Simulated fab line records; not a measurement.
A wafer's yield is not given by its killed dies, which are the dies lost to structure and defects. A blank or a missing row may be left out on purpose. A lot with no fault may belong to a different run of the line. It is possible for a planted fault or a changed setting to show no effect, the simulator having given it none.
fab line records ; flow n5_finfet
record lots=13; wafers=37; last_day=17
route steps=1938 shown BEOL_M13@1707 BEOL_M14@1719 PASSIVATION@1936
lots that met no fault: taken from a fault-free run of the same line
start_h: hours from the record's first day to the start of the lot's first wafer shown ; wait_h: time in hours since the lot's previous step ; " the same as in the row above ; L1.1+2: several wafers, shown together as one row ; - either no value or no given start ; * or withheld: withheld ; < > ~ a bound
route shown NAME@n: names a module that has steps shown in the file, with the first one's number in the route ; usual: mean and standard deviation over wafers with no fault ; same: alike in all rows ; chamber/n: place in a boat ; sites: the reading at each site ; _std_site: standard deviation across them ; _edge_site: inner sites' mean taken away from outer sites' mean ; radius_mm: for every site, how far away it sits from the centre of the wafer ; mask NAME#n: copy n ; behind: the most recent tool/chamber to have shaped the wafer ; hold: why the lot was held/for how many hours/how that ended ; device: transistor that didn't switch, given as n, p or np ; end of line: the tests these same wafers got at the end of their route ; step lacking rows: just its recipe ; killed: at the first sort, the dies lost to defects and structure; wafer yield is something else ; map: a wafer's dies, marking killed ones x, the rest . and places with no die _
set.NAME: setting as actually run; set.NAME@STEP: the setting as run at that earlier step ; model.NAME: the simulator's own value behind a step, which no gauge read
the route's steps for a sample of lots (tables are steps, rows are wafers)
services: when a tool's chamber went out of use (start_h, in hours from the record's first day, below 0 if earlier), for how many hours, and the reason
## steps
# step N5_BEOL_M13_SPUTTER_45
# recipe material=Cu; target_thk_a=800; temp_c=-20; bias_v=60; power_w=26000; chamber_pressure_pa=0.13; time_s=13.33
# usual susceptor_temp_C=-19.99/0.11; throttle_valve_pct=29.8/1.2
# same time_s=13.33
lot.wafer;tool;chamber;start_h;wait_h;susceptor_temp_C;throttle_valve_pct
L716.3;pvd_sputter-01;-;245.52;0.0;-20.04;31.0
L716.4;pvd_sputter-01;-;245.52;0.0;-19.94;29.0
L716.6;pvd_sputter-01;-;245.52;0.0;-19.95;29.1
L715.1;pvd_sputter-03;-;249.02;0.0;-19.97;29.9
L715.5;pvd_sputter-03;-;249.02;0.0;-19.95;28.3
L718.1;pvd_sputter-03;-;263.58;0.0;-19.88;28.6
L718.5;pvd_sputter-03;-;263.58;0.0;-20.13;30.0
L718.6;pvd_sputter-03;-;263.58;0.0;-20.07;29.9
L719.2;pvd_sputter-03;-;275.89;0.0;-19.87;28.6
L719.4;pvd_sputter-03;-;275.89;0.0;-19.99;30.1
L719.6;pvd_sputter-03;-;275.89;0.0;-19.76;28.6
L720.4;pvd_sputter-01;-;293.25;0.0;-20.08;28.7
L720.5;pvd_sputter-01;-;293.25;0.0;-19.90;30.7
L720.6;pvd_sputter-01;-;293.25;0.0;-20.07;29.0
L723.1;pvd_sputter-01;-;293.69;0.0;-20.07;29.0
L723.3;pvd_sputter-01;-;293.69;0.0;-20.06;29.4
L723.5;pvd_sputter-01;-;293.69;0.0;-20.06;31.0
L722.1;pvd_sputter-01;-;294.25;0.0;-19.85;29.0
L722.3;pvd_sputter-01;-;294.25;0.0;-19.96;29.4
L722.5;pvd_sputter-01;-;294.25;0.0;-19.87;30.7
L724.3;pvd_sputter-02;-;309.90;0.0;-19.81;28.0
L724.4;pvd_sputter-02;-;309.90;0.0;-19.94;30.5
L724.5;pvd_sputter-02;-;309.90;0.0;-19.90;29.1
L726.5;pvd_sputter-02;-;324.27;0.0;-20.08;32.3
L726.6;pvd_sputter-02;-;324.27;0.0;-20.01;29.1
L727.1;pvd_sputter-01;-;332.36;0.0;-19.99;28.9
L727.4;pvd_sputter-01;-;332.36;0.0;-20.05;30.7
L727.5;pvd_sputter-01;-;332.36;0.0;-19.99;28.9
L733.2;pvd_sputter-03;-;361.45;0.0;-20.01;30.2
L733.4;pvd_sputter-03;-;361.45;0.0;-20.22;29.8
L733.5;pvd_sputter-03;-;361.45;0.0;-20.29;30.0
L734.1;pvd_sputter-02;-;361.73;0.0;-20.00;32.5
L734.2;pvd_sputter-02;-;361.73;0.0;-19.96;29.0
L734.4;pvd_sputter-02;-;361.73;0.0;-19.96;27.9
L736.1;pvd_sputter-02;-;379.63;0.0;-20.04;32.2
L736.2;pvd_sputter-02;-;379.63;0.0;-19.98;27.8
L736.3;pvd_sputter-02;-;379.63;0.0;-20.02;30.5
# step N5_BEOL_M13_RS_MEAS_54
# recipe thk_meas_gauge=four-point-probe; reads=Cu_of_BEOL_M13_ECD_47+Ta_of_BEOL_M13_SPUTTER_44+TaN_of_BEOL_M13_SPUTTER_43
# usual M13_RS=0.0450/0.00083
lot.wafer;tool;chamber;start_h;wait_h;M13_RS[ohm/sq]
L716.3;film_metro-01;-;246.52;0.1;0.0443
L716.4;film_metro-01;-;246.52;0.1;0.0461
L716.6;film_metro-01;-;246.52;0.1;0.0442
L715.1;film_metro-02;-;250.02;0.0;0.0449
L715.5;film_metro-02;-;250.02;0.0;0.0451
L718.1;film_metro-01;-;264.97;0.0;0.0467
L718.5;film_metro-01;-;264.97;0.0;0.0448
L718.6;film_metro-01;-;264.97;0.0;0.0459
L719.2;film_metro-01;-;277.08;0.1;0.0449
L719.4;film_metro-01;-;277.08;0.1;0.0448
L719.6;film_metro-01;-;277.08;0.1;0.0445
L720.4;film_metro-02;-;294.25;0.0;0.0459
L720.5;film_metro-02;-;294.25;0.0;0.0448
L720.6;film_metro-02;-;294.25;0.0;0.0454
L723.1;film_metro-02;-;294.69;0.0;0.0433
L723.3;film_metro-02;-;294.69;0.0;0.0441
L723.5;film_metro-02;-;294.69;0.0;0.0435
L722.1;film_metro-01;-;295.51;0.0;0.0436
L722.3;film_metro-01;-;295.51;0.0;0.0453
L722.5;film_metro-01;-;295.51;0.0;0.0456
L724.3;film_metro-02;-;310.91;0.1;0.0443
L724.4;film_metro-02;-;310.91;0.1;0.0454
L724.5;film_metro-02;-;310.91;0.1;0.0440
L726.5;film_metro-02;-;325.23;0.0;0.0446
L726.6;film_metro-02;-;325.23;0.0;0.0454
L727.1;film_metro-01;-;333.74;0.0;0.0451
L727.4;film_metro-01;-;333.74;0.0;0.0439
L727.5;film_metro-01;-;333.74;0.0;0.0444
L733.2;film_metro-01;-;362.45;0.1;0.0456
L733.4;film_metro-01;-;362.45;0.1;0.0459
L733.5;film_metro-01;-;362.45;0.1;0.0437
L734.1;film_metro-02;-;362.75;0.0;0.0452
L734.2;film_metro-02;-;362.75;0.0;0.0440
L734.4;film_metro-02;-;362.75;0.0;0.0438
L736.1;film_metro-02;-;380.63;0.0;0.0433
L736.2;film_metro-02;-;380.63;0.0;0.0453
L736.3;film_metro-02;-;380.63;0.0;0.0450
# step N5_BEOL_M14_COAT_04
# recipe spin_rpm=1704; resist_thk_nm=800
# usual spin_speed_rpm=1704.0/1.3
lot.wafer;tool;chamber;start_h;wait_h;spin_speed_rpm
L716.3;litho_track-01;0;246.96;-;1703.7
L716.4;litho_track-01;0;246.96;-;1703.0
L716.6;litho_track-01;0;246.96;-;1702.9
L715.1;litho_track-03;0;250.31;-;1704.6
L715.5;litho_track-03;0;250.31;-;1703.1
L718.1;litho_track-01;0;265.25;-;1703.3
L718.5;litho_track-01;0;265.25;-;1703.5
L718.6;litho_track-01;0;265.25;-;1703.5
L719.2;litho_track-03;0;277.37;-;1703.5
L719.4;litho_track-03;0;277.37;-;1707.1
L719.6;litho_track-03;0;277.37;-;1703.0
L720.4;litho_track-04;0;294.54;-;1704.4
L720.5;litho_track-04;0;294.54;-;1704.9
L720.6;litho_track-04;0;294.54;-;1706.6
L723.1;litho_track-03;0;294.97;-;1703.1
L723.3;litho_track-03;0;294.97;-;1702.3
L723.5;litho_track-03;0;294.97;-;1703.2
L722.1;litho_track-04;0;295.80;-;1702.5
L722.3;litho_track-04;0;295.80;-;1703.0
L722.5;litho_track-04;0;295.80;-;1703.2
L724.3;litho_track-04;0;311.20;-;1703.3
L724.4;litho_track-04;0;311.20;-;1703.5
L724.5;litho_track-04;0;311.20;-;1704.4
L726.5;litho_track-04;0;325.52;-;1704.3
L726.6;litho_track-04;0;325.52;-;1701.5
L727.1;litho_track-04;0;334.03;-;1703.5
L727.4;litho_track-04;0;334.03;-;1702.7
L727.5;litho_track-04;0;334.03;-;1705.2
L733.2;litho_track-04;0;362.74;-;1460.4
L733.4;litho_track-04;0;362.74;-;1460.7
L733.5;litho_track-04;0;362.74;-;1461.5
L734.1;litho_track-03;0;363.03;-;1707.1
L734.2;litho_track-03;0;363.03;-;1705.6
L734.4;litho_track-03;0;363.03;-;1703.4
L736.1;litho_track-04;0;380.92;-;1461.0
L736.2;litho_track-04;0;380.92;-;1459.7
L736.3;litho_track-04;0;380.92;-;1460.1
# step N5_BEOL_M14_INSPECT_12
# recipe mode=adi; inspect_instrument=macro
# usual raw_defect_count=2.1/1.6
lot.wafer;tool;chamber;start_h;wait_h;raw_defect_count
L716.3;defect_inspect-02;-;247.41;0.0;2
L716.4;defect_inspect-02;-;247.41;0.0;1
L716.6;defect_inspect-02;-;247.41;0.0;2
L715.1;defect_inspect-02;-;250.76;0.0;3
L715.5;defect_inspect-02;-;250.76;0.0;4
L718.1;defect_inspect-01;-;265.58;0.0;1
L718.5;defect_inspect-01;-;265.58;0.0;4
L718.6;defect_inspect-01;-;265.58;0.0;2
L719.2;defect_inspect-01;-;277.82;0.0;1
L719.4;defect_inspect-01;-;277.82;0.0;1
L719.6;defect_inspect-01;-;277.82;0.0;0
L720.4;defect_inspect-01;-;294.99;0.0;1
L720.5;defect_inspect-01;-;294.99;0.0;3
L720.6;defect_inspect-01;-;294.99;0.0;3
L723.1;defect_inspect-01;-;295.43;0.0;0
L723.3;defect_inspect-01;-;295.43;0.0;2
L723.5;defect_inspect-01;-;295.43;0.0;1
L722.1;defect_inspect-01;-;296.25;0.0;1
L722.3;defect_inspect-01;-;296.25;0.0;1
L722.5;defect_inspect-01;-;296.25;0.0;5
L724.3;defect_inspect-02;-;311.52;0.0;6
L724.4;defect_inspect-02;-;311.52;0.0;1
L724.5;defect_inspect-02;-;311.52;0.0;0
L726.5;defect_inspect-01;-;325.84;0.0;3
L726.6;defect_inspect-01;-;325.84;0.0;2
L727.1;defect_inspect-02;-;334.36;0.0;4
L727.4;defect_inspect-02;-;334.36;0.0;3
L727.5;defect_inspect-02;-;334.36;0.0;3
L733.2;defect_inspect-01;-;363.10;0.0;2
L733.4;defect_inspect-01;-;363.10;0.0;4
L733.5;defect_inspect-01;-;363.10;0.0;1
L734.1;defect_inspect-01;-;363.36;0.0;0
L734.2;defect_inspect-01;-;363.36;0.0;1
L734.4;defect_inspect-01;-;363.36;0.0;4
L736.1;defect_inspect-02;-;381.37;0.0;3
L736.2;defect_inspect-02;-;381.37;0.0;3
L736.3;defect_inspect-02;-;381.37;0.0;5
# step N5_PASSIVATION_PROBE_49
# usual defect_limited_yield=91.4/1.6; killed_at_M0_to_M3=35/10; killed_at_M4_up=12/4.7; killed_at_contacts=12/5.8; killed_at_front_end=38/12; killed_at_other=4/3.2; killed_dies=102/18; killed_open=68/14; killed_short=32/8; sort_bin_4_leakage=0.00/0.043; sort_bin_5_function=5.1/0.96; sort_bin_6_memory=3.2/0.77; sort_bin_8_speed=0.1/0.39; sort_n_pass=1078/20; sort_yield_pct=91.3/1.7
# same gross_dies=1180; killed_at_back_side=0
lot.wafer;tool;chamber;start_h;wait_h;defect_limited_yield[%];killed_at_M0_to_M3;killed_at_M4_up;killed_at_contacts;killed_at_front_end;killed_at_other;killed_dies;killed_open;killed_short;sort_bin_4_leakage[%];sort_bin_5_function[%];sort_bin_6_memory[%];sort_bin_8_speed[%];sort_n_pass;sort_yield_pct[%]
L715.1;prober-02;-;275.55;0.0;93.6;31;10;7;24;4;76;45;30;0;3.8;2.4;0;1104;93.6
L715.5;prober-02;-;275.75;0.2;90.9;31;23;10;36;7;107;78;21;0;4.5;3.7;0;1073;90.9
L724.3;prober-02;-;337.05;0.1;92.7;36;10;5;31;4;86;48;36;0;5.2;1.9;0;1094;92.7
L724.4;prober-02;-;337.10;0.2;91.0;40;17;6;40;3;106;70;34;0;4.4;4.1;0;1074;91.0
L724.5;prober-02;-;337.15;0.2;92.4;31;13;10;34;2;90;57;33;0;4.3;3.1;0;1090;92.4
L726.5;prober-02;-;358.55;0.2;90.5;37;23;13;35;4;112;80;31;0;6.9;2.5;0;1068;90.5
L726.6;prober-02;-;358.60;0.3;89.8;34;15;14;52;5;120;76;44;0;6.3;3.7;0;1060;89.8
L733.2;prober-02;-;391.10;0.7;90.7;36;16;9;44;5;110;67;42;0;5.9;3.2;0;1070;90.7
L733.4;prober-02;-;391.20;0.8;91.5;31;13;13;36;7;100;62;37;0;4.9;3.1;0;1080;91.5
L733.5;prober-02;-;391.25;0.8;93.3;16;17;9;31;6;79;48;31;0;3.6;2.7;0;1101;93.3
L734.1;prober-01;-;394.30;0.0;93.0;18;8;10;35;12;83;52;31;0;4.4;2.5;0;1097;93.0
L734.2;prober-01;-;394.35;0.1;91.6;23;5;4;61;6;99;64;35;0;4.4;3.6;0;1081;91.6
L734.4;prober-01;-;394.45;0.2;90.4;30;12;11;52;8;113;79;34;0;6.4;3.1;0;1067;90.4
# killed by level:class
L715.1 BEOL_M2:geometric_particle:open=8 BEOL_M0_SAQP:geometric_particle:short=7 BEOL_M3:geometric_particle:open=5 MOL_CONTACT_COAG:geometric_particle:open=4 GATE_CUT:geometric_particle:short=4 STI_FIN_REVEAL:geometric_particle:open=3 BEOL_M0_SAQP:geometric_particle:open=3 MOL_CONTACT_COAG:geometric_particle:short=3
L715.5 MOL_CONTACT_COAG:geometric_particle:open=10 BEOL_M1:geometric_particle:open=10 BEOL_M4:geometric_particle:open=9 GATE_CUT:geometric_particle:open=7 BEOL_M2:geometric_particle:open=7 HKMG_FIN:area_etch=7 FIN_SAQP:geometric_particle:open=6 FIN_SAQP:geometric_particle:short=5
L724.3 BEOL_M0_SAQP:geometric_particle:short=11 BEOL_M1:geometric_particle:open=8 BEOL_M0_SAQP:geometric_particle:open=8 FIN_SAQP:geometric_particle:short=4 DUMMY_GATE:geometric_particle:open=4 GATE_CUT:geometric_particle:short=4 MOL_CONTACT_COAG:geometric_particle:open=4 BEOL_M4:geometric_particle:open=4
L724.4 BEOL_M0_SAQP:geometric_particle:open=12 BEOL_M4:geometric_particle:open=11 BEOL_M1:geometric_particle:open=9 DUMMY_GATE:geometric_particle:open=6 BEOL_M0_SAQP:geometric_particle:short=6 BEOL_M3:geometric_particle:open=6 FIN_SAQP:geometric_particle:short=5 FIN_SAQP:geometric_particle:open=5
L724.5 FIN_SAQP:geometric_particle:short=14 BEOL_M1:geometric_particle:open=11 BEOL_M4:geometric_particle:open=8 FIN_SAQP:geometric_particle:open=6 MOL_CONTACT_COAG:geometric_particle:open=6 BEOL_M0_SAQP:geometric_particle:open=6 BEOL_M2:geometric_particle:short=5 MOL_CONTACT_COAG:geometric_particle:short=4
L726.5 MOL_CONTACT_COAG:geometric_particle:open=12 BEOL_M4:geometric_particle:open=11 STI_FIN_REVEAL:geometric_particle:open=10 BEOL_M0_SAQP:geometric_particle:open=10 BEOL_M2:geometric_particle:open=9 FIN_SAQP:geometric_particle:open=6 FIN_SAQP:geometric_particle:short=5 BEOL_M1:geometric_particle:open=5
L726.6 FIN_SAQP:geometric_particle:open=20 MOL_CONTACT_COAG:geometric_particle:open=13 FIN_SAQP:geometric_particle:short=11 BEOL_M0_SAQP:geometric_particle:short=9 BEOL_M2:geometric_particle:open=7 BEOL_M4:geometric_particle:open=6 BEOL_M0_SAQP:geometric_particle:open=5 BEOL_M3:geometric_particle:short=5
L733.2 STI_FIN_REVEAL:geometric_particle:open=13 BEOL_M0_SAQP:geometric_particle:short=11 MOL_CONTACT_COAG:geometric_particle:open=9 BEOL_M3:geometric_particle:open=9 BEOL_M0_SAQP:geometric_particle:open=7 STARTING-WAFER:geometric_particle:short=7 FIN_SAQP:geometric_particle:open=5 BEOL_M4:geometric_particle:open=5
L733.4 MOL_CONTACT_COAG:geometric_particle:open=10 BEOL_M1:geometric_particle:open=8 BEOL_M3:geometric_particle:open=8 FIN_SAQP:geometric_particle:open=6 GATE_CUT:geometric_particle:short=5 BEOL_M1:geometric_particle:short=5 DUMMY_GATE:geometric_particle:open=4 BEOL_M0_SAQP:geometric_particle:open=4
L733.5 FIN_SAQP:geometric_particle:short=5 MOL_CONTACT_COAG:geometric_particle:short=5 BEOL_M0_SAQP:geometric_particle:short=5 BEOL_M1:geometric_particle:open=5 FIN_SAQP:geometric_particle:open=4 STI_FIN_REVEAL:geometric_particle:open=4 MOL_CONTACT_COAG:geometric_particle:open=4 BEOL_M7:geometric_particle:open=4
L734.1 STI_FIN_REVEAL:geometric_particle:open=15 MIM_TOP:geometric_particle:short=8 FIN_SAQP:geometric_particle:short=6 MOL_CONTACT_COAG:geometric_particle:short=5 DUMMY_GATE:geometric_particle:open=5 MOL_CONTACT_COAG:geometric_particle:open=5 BEOL_M2:geometric_particle:open=5 BEOL_M4:geometric_particle:open=5
L734.2 STI_FIN_REVEAL:geometric_particle:open=17 DUMMY_GATE:geometric_particle:open=9 BEOL_M3:geometric_particle:open=8 FIN_SAQP:geometric_particle:open=7 FIN_SAQP:geometric_particle:short=6 MIM_TOP:geometric_particle:open=5 STARTING-WAFER:geometric_particle:short=5 STARTING-WAFER:geometric_particle:open=5
L734.4 STI_FIN_REVEAL:geometric_particle:open=16 BEOL_M2:geometric_particle:open=10 MOL_CONTACT_COAG:geometric_particle:open=9 DUMMY_GATE:geometric_particle:open=8 FIN_SAQP:geometric_particle:short=6 BEOL_M3:geometric_particle:open=6 FIN_SAQP:geometric_particle:open=5 BEOL_M4:geometric_particle:open=5
## services
tool;chamber;start_h;hours;kind
pvd_sputter-01;-;346.24;2.4;repair
litho_track-03;-;368.95;-;consumable_replace:filter
litho_track-03;-;378.18;-;consumable_replace:filter
## key
first_sign step=N5_BEOL_M14_COAT_04; reading=spin_speed_rpm; direction=down; sigmas=99+; usual=*; struck=*
effect none on later readings
met_at N5_BEOL_M14_COAT_04
struck_lots L733,L736
not_acting_at N5_BEOL_M13_SPUTTER_45,N5_BEOL_M13_RS_MEAS_54,N5_BEOL_M14_INSPECT_12
onset_between 334.03 362.74
fault kind=process_parameter_drift; tool=litho_track-04; chamber=-; onset_h=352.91; steps=N5_BEOL_M14_COAT_04; channel=spin_rpm; offset=*; shape=step; end_h=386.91; acts_in=*; stated=*
